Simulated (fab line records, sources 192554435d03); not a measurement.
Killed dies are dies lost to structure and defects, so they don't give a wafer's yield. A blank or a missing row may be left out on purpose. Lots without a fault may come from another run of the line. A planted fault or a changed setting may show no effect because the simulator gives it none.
Chamber matching | flow n5_finfet | N5_BEOL_M0_SAQP_ALD_48 on ald_sin-03: 4 sister chambers
The step deposits SiO2, target thk 20 nm, pulse time 1 s, co reactant pulse time 1 s. 4 wafers are shown with their chamber, then 8 later ones without.

WAFERS WITH THEIR CHAMBER
wafer  | chamber | heater_power_w (W)
L088.1 | 0       | 85
L088.2 | 3       | 71
L088.3 | 2       | 77
L088.4 | 1       | 93

WAFERS WITHOUT THEIR CHAMBER
wafer  | heater_power_w (W)
L088.5 | 71
L088.6 | 81
L091.1 | 89
L091.3 | 74
L091.5 | 94
L097.3 | 83
L097.5 | 84
L097.6 | 77

WHICH CHAMBER EACH WENT THROUGH
wafer  | from the rows above     | in truth
L088.5 | 3                       | 3
L088.6 | can't be placed: 0 or 2 | 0
L091.1 | can't be placed: 0 or 1 | 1
L091.3 | can't be placed: 2 or 3 | 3
L091.5 | 1                       | 1
L097.3 | can't be placed: 0 or 2 | 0
L097.5 | 0                       | 0
L097.6 | 2                       | 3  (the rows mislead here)
Placed correctly: 3 of 8. Can't be placed from these rows: 4 (the true chamber is among the candidates in 4). Placed wrongly: 1.
How it was worked out, from the rows above alone: a wafer's distance from a chamber is the root of the sum, over the readings, of the square of ((its reading less the chamber's mean) divided by the reading's scatter). The wafer belongs to the nearest chamber; if the next one is less than 2 further off, it can't be placed. A chamber's mean is the mean of its shown wafers. The scatter: with one shown wafer a chamber, the root of the mean of the squares of how far each hidden wafer lies from its nearest shown one.
